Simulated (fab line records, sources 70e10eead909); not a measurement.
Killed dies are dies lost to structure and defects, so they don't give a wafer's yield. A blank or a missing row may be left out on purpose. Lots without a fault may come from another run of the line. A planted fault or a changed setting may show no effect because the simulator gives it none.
fab line records | flow nand_harc
record lots=12 wafers=36 last_day=33
route steps=1302 shown A_CHANNEL_HOLE_D2@603 A_CHANNEL_FILL_D2@618 END@1302
lots that met no fault: from a run of the same line without faults
start_h: hours from the record's first day to the start of the lot's first wafer shown | wait_h: hours since the lot's step before | " the same as in the row above | L1.1+2: a row that stands for several wafers | - no value, or no start given | * or withheld: withheld | < > ~ a bound
route shown NAME@n: a module of which the file shows steps, and the number in the route of the first | usual: mean/standard deviation of fault-free wafers | same: alike in all rows | chamber/n: place in a boat | sites: the reading at each site | _std_site: their standard deviation | _edge_site: outer sites' mean less inner sites' | radius_mm: how far each site lies from the wafer's centre | mask NAME#n: copy n | behind: the tool/chamber that last shaped the wafer | hold: why the lot was held/for how many hours/how that ended | device: the transistor (n, p or np) that didn't switch | end of line: the same wafers' tests at the end of the route | a step without rows: its recipe alone | killed: dies lost to structure and defects at the first sort, not the wafer's yield | map: a wafer's dies, x killed, . not, _ none there
set.NAME: the setting as run; set.NAME@STEP: as run at that earlier step | model.NAME: the simulator's own value behind a step, which no gauge read
steps of the route over a sample of lots; a table a step, a row a wafer
services: from which hour (start_h, from the record's first day; less than 0 if before it) a tool's chamber was out of use, for how many hours, and why
## steps
# step NHARC_A_CHANNEL_HOLE_D2_ETCH_44
# recipe target_depth_a=1400 overetch_a=140 time_s=77 ion_energy_ev=100 cf4_flow_sccm=80 o2_flow_sccm=20 ar_flow_sccm=0 rf_w=300 bias_w=100 chemistry=CF4/O2
# usual drypump_motor_current_A=5.6/0.45 oes_product_au=0.998/0.014 rf_vpp_V=197.9/1.4 showerhead_plenum_p_Torr=1.34/0.055 throttle_valve_pct=13.397/0.0098
# columns lot.wafer tool chamber start_h wait_h drypump_motor_current_A oes_product_au rf_hours_counter_h rf_vpp_V showerhead_plenum_p_Torr throttle_valve_pct
L910.3 rie_diel-04 0 292.00 0.1 5.3 1.004 7 196.4 1.28 13.387
L910.6 " 0 " " 5.4 1.016 - 196.8 1.28 13.406
L910.5 " 1 " " 5.0 1.006 - 196.0 1.35 13.383
L912.1 rie_diel-01 2 317.36 0.1 5.7 1.015 7 200.5 1.42 13.411
L912.3 " 0 " " 6.4 0.996 7 197.5 1.28 13.410
L912.6 " 2 " " 5.7 1.011 - 200.1 1.42 13.418
L913.1 rie_diel-03 0 336.95 0.1 6.1 0.990 2 199.4 1.37 13.388
L913.6 " 0 " " 6.1 0.994 - 198.2 1.37 13.403
L913.5 " 2 " " 5.1 0.980 - 198.0 1.30 13.385
L920.2 rie_diel-01 0 402.90 0.0 6.4 0.987 0 195.8 1.27 13.386
L920.3 " 2 " " 5.7 1.015 0 199.9 1.42 13.399
L920.6 " 1 " " 6.0 0.998 - 198.3 1.39 13.385
L924.1 rie_diel-03 0 440.63 0.1 6.2 0.985 6 199.2 1.37 13.395
L924.4 " 1 " " 5.1 0.997 6 200.0 1.41 13.399
L924.2 " 2 " " 5.1 0.997 7 196.8 1.30 13.397
L925.2 rie_diel-03 2 454.01 0.1 5.1 0.987 8 196.3 1.29 13.389
L925.3 " 3 " " 5.9 0.968 9 197.2 1.31 13.405
L925.6 " 0 " " 6.1 0.989 - 199.2 1.37 13.410
L928.2 rie_diel-03 1 475.47 0.1 5.1 1.011 0 198.4 1.41 13.420
L928.3 " 0 " " 6.2 1.014 0 199.8 1.37 13.402
L928.5 " 1 " " 5.1 1.015 - 200.7 1.41 13.399
L929.4 rie_diel-04 1 484.18 0.1 5.0 0.997 8 197.9 1.34 13.395
L929.1 " 3 " " 5.2 0.995 8 196.3 1.25 13.392
L929.5 " 1 " " 5.0 0.998 - 196.7 1.34 13.399
L930.3 rie_diel-03 0 495.34 0.1 6.1 1.010 1 198.7 1.37 13.392
L930.1 " 2 " " 5.1 0.992 1 197.7 1.30 13.388
L930.5 " 0 " " 6.1 1.010 - 198.8 1.37 13.401
L932.1 rie_diel-03 2 508.78 0.1 5.1 0.991 1 195.9 1.29 13.391
L932.4 " 0 " " 6.1 1.009 2 197.4 1.37 13.388
L932.5 " 2 " " 5.1 0.996 - 197.1 1.29 13.375
L931.2 rie_diel-04 3 509.69 0.1 5.2 0.992 11 196.4 1.25 13.398
L931.4 " 1 " " 5.0 0.992 10 197.9 1.34 13.371
L931.5 " 3 " " 5.2 1.003 - 195.2 1.25 13.390
L933.2 rie_diel-03 2 533.92 0.1 5.1 0.994 2 197.7 1.29 13.395
L933.3 " 3 " " 5.9 0.993 3 197.9 1.31 13.402
L933.6 " 3 " " 5.9 0.998 - 197.4 1.31 13.416
# step NHARC_A_CHANNEL_FILL_D2_CVD_18
# recipe target_thk_a=30 temp_c=550 material=poly-Si
# usual zone_power_lower_pct=7.5/0.59
# columns lot.wafer tool chamber start_h wait_h zone_power_lower_pct
L910.3 lpcvd_poly-03 0 316.16 - 6.5
L910.5 " 0 " " 6.4
L910.6 " 0 " " 6.6
L912.1 lpcvd_poly-01 0 340.69 - 7.6
L912.3 " 0 " " 7.6
L912.6 " 0 " " 7.5
L912.1 lpcvd_poly-01 0 342.91 0.5 7.5
L912.3 " 0 " " 7.4
L912.6 " 0 " " 7.6
L913.1 lpcvd_poly-02 0 359.69 - 7.9
L913.5 " 0 " " 7.9
L913.6 " 0 " " 8.1
L913.1 lpcvd_poly-02 0 361.90 0.5 7.9
L913.5 " 0 " " 8.0
L913.6 " 0 " " 8.0
L920.2 lpcvd_poly-02 0 422.99 - 8.0
L920.3 " 0 " " 7.9
L920.6 " 0 " " 8.0
L924.1 lpcvd_poly-02 0 463.78 - 8.2
L924.2 " 0 " " 7.9
L924.4 " 0 " " 8.1
L925.2 lpcvd_poly-01 0 477.22 - 7.6
L925.3 " 0 " " 7.5
L925.6 " 0 " " 7.5
L928.2 lpcvd_poly-03 0 498.87 - 6.5
L928.3 " 0 " " 6.5
L928.5 " 0 " " 6.5
L929.1 lpcvd_poly-01 0 508.36 - 7.5
L929.4 " 0 " " 7.7
L929.5 " 0 " " 7.6
L930.1 lpcvd_poly-02 0 519.64 - 8.0
L930.3 " 0 " " 8.1
L930.5 " 0 " " 8.1
L931.2 lpcvd_poly-01 0 533.08 - 7.6
L931.4 " 0 " " 7.6
L931.5 " 0 " " 7.4
L932.1 lpcvd_poly-01 0 533.08 - 7.6
L932.4 " 0 " " 7.6
L932.5 " 0 " " 7.6
L933.2 lpcvd_poly-03 0 557.57 - 6.5
L933.3 " 0 " " 6.5
L933.6 " 0 " " 6.6
# step NHARC_A_CHANNEL_FILL_D2_ETCHBACK_19
# recipe target_depth_a=50 time_s=1.7 hbr_flow_sccm=150 cl2_flow_sccm=50 rf_w=400 icp_w=400 bias_w=100 chemistry=HBr/Cl2
# usual drypump_motor_current_A=5.5/0.47 oes_product_au=1.003/0.014 throttle_valve_pct=26.407/0.0097
# columns lot.wafer tool chamber start_h wait_h drypump_motor_current_A oes_product_au rf_hours_counter_h throttle_valve_pct
L910.3 rie_si-04 1 318.29 0.4 5.2 1.018 1.0 26.417
L910.5 " 2 " " 5.7 1.005 - 26.390
L910.6 " 3 " " 5.3 1.005 - 26.403
L912.3 rie_si-03 2 345.30 0.7 5.1 1.029 0.6 26.416
L912.1 " 0 " " 5.6 1.029 0.5 26.414
L912.6 " 3 " " 5.4 0.996 - 26.416
L913.1 rie_si-01 3 364.30 0.7 5.1 1.006 1.0 26.427
L913.5 " 2 " " 6.7 1.004 - 26.389
L913.6 " 3 " " 5.1 1.008 - 26.418
L920.3 rie_si-01 1 425.06 0.4 5.0 0.993 0.2 26.413
L920.2 " 2 " " 6.7 1.020 0.2 26.404
L920.6 " 1 " " 5.0 0.979 - 26.414
L924.4 rie_si-03 3 465.89 0.4 5.4 0.997 0.4 26.409
L924.2 " 0 " " 5.6 0.966 0.4 26.407
L924.1 " 2 " " 5.1 0.972 0.4 26.431
L925.2 rie_si-04 2 479.27 0.4 5.7 1.013 0.8 26.397
L925.3 " 0 " " 5.4 0.981 0.8 26.415
L925.6 " 2 " " 5.7 1.005 - 26.405
L928.3 rie_si-04 0 500.94 0.4 5.4 0.979 1.0 26.427
L928.2 " 2 " " 5.7 1.013 1.0 26.407
L928.5 " 1 " " 5.1 1.006 - 26.400
L929.4 rie_si-03 0 510.46 0.4 5.5 0.974 0.7 26.403
L929.1 " 2 " " 5.1 0.966 0.7 26.399
L929.5 " 3 " " 5.4 0.995 - 26.406
L930.1 rie_si-01 0 521.69 0.4 5.7 0.994 0.8 26.415
L930.3 " 3 " " 5.2 1.023 0.8 26.395
L930.5 " 0 " " 5.7 0.992 - 26.421
L931.2 rie_si-01 2 535.16 0.4 6.7 1.012 0.8 26.396
L931.4 " 2 " " 6.6 1.012 - 26.425
L931.5 " 3 " " 5.1 1.026 - 26.404
L932.1 rie_si-04 1 535.17 0.4 5.1 1.009 0.0 26.405
L932.4 " 2 " " 5.7 1.022 0.0 26.405
L932.5 " 1 " " 5.1 1.013 - 26.387
L933.2 rie_si-01 2 559.70 0.4 6.7 1.013 0 26.408
L933.3 " 3 " " 5.1 1.029 0 26.398
L933.6 " 1 " " 5.0 0.981 - 26.399
# step NHARC_A_CHANNEL_FILL_D2_STRIP_29
# recipe time_s=20 o2_flow_sccm=500 ar_flow_sccm=0 bias_w=0 chemistry=O2
# usual drypump_motor_current_A=5.8/0.31 oes_product_au=1.007/0.019 rf_vpp_V=57.8/0.86 showerhead_plenum_p_Torr=3.51/0.16 throttle_valve_pct=17.037/0.0086
# columns lot.wafer tool chamber start_h wait_h drypump_motor_current_A oes_product_au rf_hours_counter_h rf_vpp_V showerhead_plenum_p_Torr throttle_valve_pct
L910.3 rie_diel-08 0 - - 5.7 0.978 5 58.5 3.53 17.022
L910.6 " 0 " " 5.8 0.989 - 57.6 3.53 17.032
L910.5 " 1 " " 5.7 0.987 - 58.1 3.63 17.021
L912.1 rie_diel-08 3 - - 5.5 1.005 6 56.7 3.35 17.042
L912.3 " 0 " " 5.8 0.987 6 57.3 3.53 17.018
L912.6 " 0 " " 5.8 0.987 - 57.7 3.53 17.047
L913.1 rie_diel-13 3 - - 5.4 1.001 6 58.5 3.38 17.039
L913.6 " 1 " " 6.2 0.986 - 56.5 3.29 17.057
L913.5 " 2 " " 6.4 0.983 - 56.6 3.41 17.038
L920.3 rie_diel-13 1 - - 6.2 0.994 14 57.7 3.29 17.043
L920.2 " 3 " " 5.6 1.005 14 58.3 3.37 17.045
L920.6 " 1 " " 6.2 1.004 - 58.3 3.29 17.040
L924.1 rie_diel-05 3 - - 6.1 1.010 2 59.3 3.78 17.043
L924.4 " 0 " " 5.5 1.035 2 55.3 3.37 17.041
L924.2 " 1 " " 6.0 0.978 2 57.5 3.52 17.044
L925.3 rie_diel-05 1 - - 6.0 0.968 2 58.0 3.51 17.029
L925.2 " 2 " " 6.0 1.018 3 58.0 3.48 17.034
L925.6 " 1 " " 6.0 0.979 - 58.8 3.52 17.030
L928.2 rie_diel-05 3 - - 6.1 1.019 3 57.6 3.77 17.028
L928.3 " 2 " " 6.0 1.026 3 57.6 3.48 17.032
L928.5 " 0 " " 5.6 1.038 - 57.6 3.37 17.026
L929.1 rie_diel-05 3 - - 6.0 1.024 3 59.1 3.77 17.033
L929.4 " 0 " " 5.5 1.027 3 57.1 3.37 17.029
L929.5 " 3 " " 6.0 1.014 - 58.5 3.78 17.047
L930.3 rie_diel-05 1 - - 6.0 0.989 3 57.7 3.52 17.047
L930.1 " 2 " " 6.1 1.010 3 58.2 3.48 17.030
L930.5 " 0 " " 5.6 1.032 - 58.4 3.37 17.042
L931.2 rie_diel-05 1 - - 6.0 0.980 3 57.8 3.51 17.040
L931.4 " 2 " " 6.1 1.024 4 58.1 3.48 17.025
L931.5 " 0 " " 5.6 1.038 - 57.5 3.37 17.040
L932.1 rie_diel-05 1 - - 6.0 0.963 3 56.7 3.51 17.050
L932.4 " 2 " " 6.0 1.026 4 55.7 3.48 17.030
L932.5 " 0 " " 5.6 1.012 - 58.1 3.37 17.024
L933.2 rie_diel-08 0 - - 5.8 0.987 1 58.0 3.53 17.036
L933.3 " 1 " " 5.7 0.980 1 58.4 3.62 17.040
L933.6 " 3 " " 5.5 1.001 - 55.4 3.35 17.037
# step NHARC_END_SORT_01
# recipe temp_c=25
# usual killed_at_array=52/18 killed_at_other=1.0/1.4 killed_at_periphery=3.1/2.3 killed_dies=56/17 killed_open=3.0/1.7 killed_short=2.5/1.7
# same gross_dies=677
# columns lot.wafer tool chamber start_h wait_h killed_at_array killed_at_other killed_at_periphery killed_dies killed_open killed_short
L912.1 prober-02 0 567.69 2.5 675 0 2 677 8 2
L912.3 prober-02 0 569.28 3.1 676 0 1 677 0 1
L912.6 prober-02 0 571.66 4.0 675 0 2 677 1 3
L913.1 prober-01 0 603.93 2.5 665 1 11 677 4 1
L913.5 prober-01 0 607.13 3.7 672 2 3 677 4 3
L913.6 prober-01 0 607.92 4.0 673 1 3 677 5 2
# killed by level:class
L912.1 A_CHANNEL_FILL_D2:area_cvd=582 A_CHANNEL_HOLE_D2:chamber_film_flake=31 A_CHANNEL_HOLE_D1:chamber_film_flake=22 A_SLIT:chamber_film_flake=19 A_CONTACT:chamber_film_flake=5 A_STAIRCASE:chamber_film_flake=3 A_CHANNEL_FILL_D2:geometric_particle:open=2 A_M1:geometric_particle:open=2
L912.3 A_CHANNEL_FILL_D2:area_cvd=598 A_CHANNEL_HOLE_D1:chamber_film_flake=28 A_CHANNEL_HOLE_D2:chamber_film_flake=21 A_SLIT:chamber_film_flake=18 A_CONTACT:chamber_film_flake=3 A_CHANNEL_FILL_D1:chamber_film_flake=2 A_WL_FILL:chamber_film_flake=2 A_CONTACT:unspecified=2
L912.6 A_CHANNEL_FILL_D2:area_cvd=582 A_CHANNEL_HOLE_D1:chamber_film_flake=31 A_CHANNEL_HOLE_D2:chamber_film_flake=25 A_SLIT:chamber_film_flake=19 A_WL_FILL:chamber_film_flake=4 A_STAIRCASE:chamber_film_flake=3 A_CONTACT:unspecified=3 A_CHANNEL_FILL_D1:geometric_particle:short=2
L913.1 A_CHANNEL_FILL_D2:area_cvd=639 A_CHANNEL_HOLE_D2:chamber_film_flake=9 A_CHANNEL_HOLE_D1:chamber_film_flake=5 A_CONTACT:chamber_film_flake=5 P_STI:chamber_film_flake=4 P_CONTACT:geometric_particle:open=3 P_M2:chamber_film_flake=2 A_ZERO_WELL:chamber_film_flake=2
L913.5 A_CHANNEL_FILL_D2:area_cvd=633 A_CHANNEL_HOLE_D2:chamber_film_flake=13 A_CONTACT:chamber_film_flake=9 A_STAIRCASE:chamber_film_flake=5 A_CHANNEL_HOLE_D1:chamber_film_flake=4 A_ZERO_WELL:chamber_film_flake=2 THIN_TSV:chamber_film_flake=2 P_BONDPAD:geometric_particle:open=1
L913.6 A_CHANNEL_FILL_D2:area_cvd=653 A_CONTACT:chamber_film_flake=6 A_CHANNEL_HOLE_D2:chamber_film_flake=5 A_CHANNEL_HOLE_D1:chamber_film_flake=2 A_STAIRCASE:chamber_film_flake=2 P_STI:geometric_particle:short=1 P_CONTACT:geometric_particle:open=1 A_ONON_D1:geometric_particle:open=1
## services
# columns tool chamber start_h hours kind
rie_diel-03 - 288.12 9.0 pm
rie_diel-05 2 292.98 7.7 repair
rie_diel-05 1 295.27 3.9 repair
rie_si-04 3 304.78 3.5 repair
rie_si-01 - 314.30 0.4 repair
rie_si-01 1 315.39 3.3 repair
rie_diel-03 1 331.50 14.4 repair
rie_si-01 1 336.68 1.3 repair
rie_si-01 - 370.00 9.0 pm
rie_diel-03 - 391.97 0.4 repair
rie_diel-05 1 406.30 20.9 repair
rie_diel-05 - 406.63 9.0 pm
rie_diel-03 2 411.33 8.8 repair
rie_diel-03 0 414.26 4.5 repair
rie_diel-03 0 419.33 10.2 repair
rie_si-01 2 429.87 6.6 repair
lpcvd_poly-01 - 445.69 15.4 repair
rie_diel-05 - 457.52 1.5 repair
rie_diel-03 - 465.17 9.0 pm
rie_diel-03 2 481.96 8.5 repair
rie_diel-05 - 503.81 0.2 repair
rie_si-01 0 535.15 1.7 repair
rie_si-01 - 547.00 9.0 pm
lpcvd_poly-01 - 567.97 26.0 pm
## key
first_sign step=NHARC_A_CHANNEL_FILL_D2_CVD_18 reading=visit direction=added
effect step=NHARC_END_SORT_01 reading=killed_dies direction=up sigmas=36 usual=56 struck=677
more_kills_born_at NHARC_A_CHANNEL_FILL_D2_CVD_18@lpcvd_poly-02=1925 NHARC_A_CHANNEL_FILL_D2_CVD_18@lpcvd_poly-01=1762
met_at NHARC_A_CHANNEL_FILL_D2_CVD_18
struck_lots L912,L913
later_rows_left_out L912.1,L912.3,L912.6,L913.1,L913.5,L913.6
tester_left_out L912,L913
not_acting_at NHARC_A_CHANNEL_HOLE_D2_ETCH_44,NHARC_A_CHANNEL_FILL_D2_ETCHBACK_19,NHARC_A_CHANNEL_FILL_D2_STRIP_29
fault kind=repeated_step_whole tool=lpcvd_poly-01,lpcvd_poly-02,lpcvd_poly-03 chamber=- onset_h=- steps=NHARC_A_CHANNEL_FILL_D2_CVD_18 times=1 scope=struck_lots_only
# tester_left_out: of these lots the tester's yield and bins aren't shown, on N5 and GAA mostly nor the transistor test; their killed dies are dies lost to structure and defects alone, not to doping, threshold or leakage, so they don't give the yield
# later_rows_left_out: the simulator's readings of these wafers behind a module that went badly wrong aren't trusted and aren't shown, but for the sort
